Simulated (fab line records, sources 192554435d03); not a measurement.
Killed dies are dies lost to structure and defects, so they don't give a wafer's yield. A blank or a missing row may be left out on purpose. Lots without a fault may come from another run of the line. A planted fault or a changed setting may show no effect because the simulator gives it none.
Chamber matching | flow n5_finfet | N5_HKMG_FIN_DESCUM_53 on rie_diel-06: 4 sister chambers
The step chemistry O2, time 7.9 s. 22 wafers are shown with their chamber, then 11 later ones without.

WAFERS WITH THEIR CHAMBER
wafer  | chamber | showerhead_plenum_p_Torr (Torr) | drypump_motor_current_A (A) | throttle_valve_pct (%)
L078.1 | 1       | 2.06                            | 6.2                         | 20.5
L078.3 | 2       | 2.17                            | 5.6                         | 20.8
L078.5 | 1       | 2.06                            | 6.3                         | 20.5
L081.1 | 0       | 2.23                            | 5.7                         | 20.2
L081.5 | 3       | 2.02                            | 5.5                         | 20.4
L081.6 | 2       | 2.17                            | 5.5                         | 20.9
L085.2 | 3       | 2.02                            | 5.6                         | 20.4
L085.3 | 1       | 2.06                            | 6.3                         | 20.1
L085.6 | 2       | 2.16                            | 5.6                         | 20.9
L086.3 | 3       | 2.02                            | 5.6                         | 20.5
L086.4 | 0       | 2.23                            | 5.7                         | 20.2
L086.6 | 2       | 2.16                            | 5.5                         | 20.9
L088.3 | 2       | 2.16                            | 5.6                         | 20.9
L088.4 | 3       | 2.02                            | 5.6                         | 20.5
L088.6 | 0       | 2.23                            | 5.8                         | 20.2
L089.1 | 2       | 2.16                            | 5.5                         | 20.9
L089.3 | 0       | 2.23                            | 5.7                         | 20.2
L089.4 | 3       | 2.02                            | 5.6                         | 20.5
L090.2 | 0       | 2.23                            | 5.7                         | 20.2
L090.5 | 1       | 2.05                            | 6.3                         | 20.1
L090.6 | 2       | 2.16                            | 5.5                         | 20.9
L091.1 | 3       | 2.02                            | 5.5                         | 20.5

SIGNATURES (means of the wafers above)
reading                  | chamber 0 | chamber 1 | chamber 2 | chamber 3 | scatter within a chamber
showerhead_plenum_p_Torr | 2.2300    | 2.0575    | 2.1629    | 2.0200    | 0.00348
drypump_motor_current_A  | 5.720     | 6.275     | 5.543     | 5.567     | 0.0505
throttle_valve_pct       | 20.200    | 20.300    | 20.886    | 20.467    | 0.101
Rule: a wafer's distance from a chamber is the root of the sum, over the readings, of the square of ((its reading less the chamber's mean) divided by the reading's scatter). The wafer belongs to the nearest chamber; if the next one is less than 2 further off, it can't be placed. The scatter: the root of (the sum of the squares of (reading less its chamber's mean) over the shown wafers, divided by (wafers less chambers)).

WAFERS WITHOUT THEIR CHAMBER
wafer  | showerhead_plenum_p_Torr (Torr) | drypump_motor_current_A (A) | throttle_valve_pct (%)
L091.4 | 2.02                            | 5.6                         | 20.5
L091.5 | 2.05                            | 6.3                         | 20.1
L092.1 | 2.05                            | 6.2                         | 20.1
L092.2 | 2.16                            | 5.5                         | 20.9
L092.5 | 2.02                            | 5.6                         | 20.5
L094.2 | 2.22                            | 5.7                         | 20.3
L094.3 | 2.01                            | 5.6                         | 20.5
L094.6 | 2.16                            | 5.5                         | 20.9
L096.1 | 2.22                            | 5.7                         | 20.2
L096.4 | 2.16                            | 5.6                         | 20.9
L096.5 | 2.16                            | 5.6                         | 20.9

WHICH CHAMBER EACH WENT THROUGH
wafer  | from the rows above | in truth
L091.4 | 3                   | 3
L091.5 | 1                   | 1
L092.1 | 1                   | 1
L092.2 | 2                   | 2
L092.5 | 3                   | 3
L094.2 | 0                   | 0
L094.3 | 3                   | 3
L094.6 | 2                   | 2
L096.1 | 0                   | 0
L096.4 | 2                   | 2
L096.5 | 2                   | 2
Placed correctly: 11 of 11. Can't be placed from these rows: 0. Placed wrongly: 0.
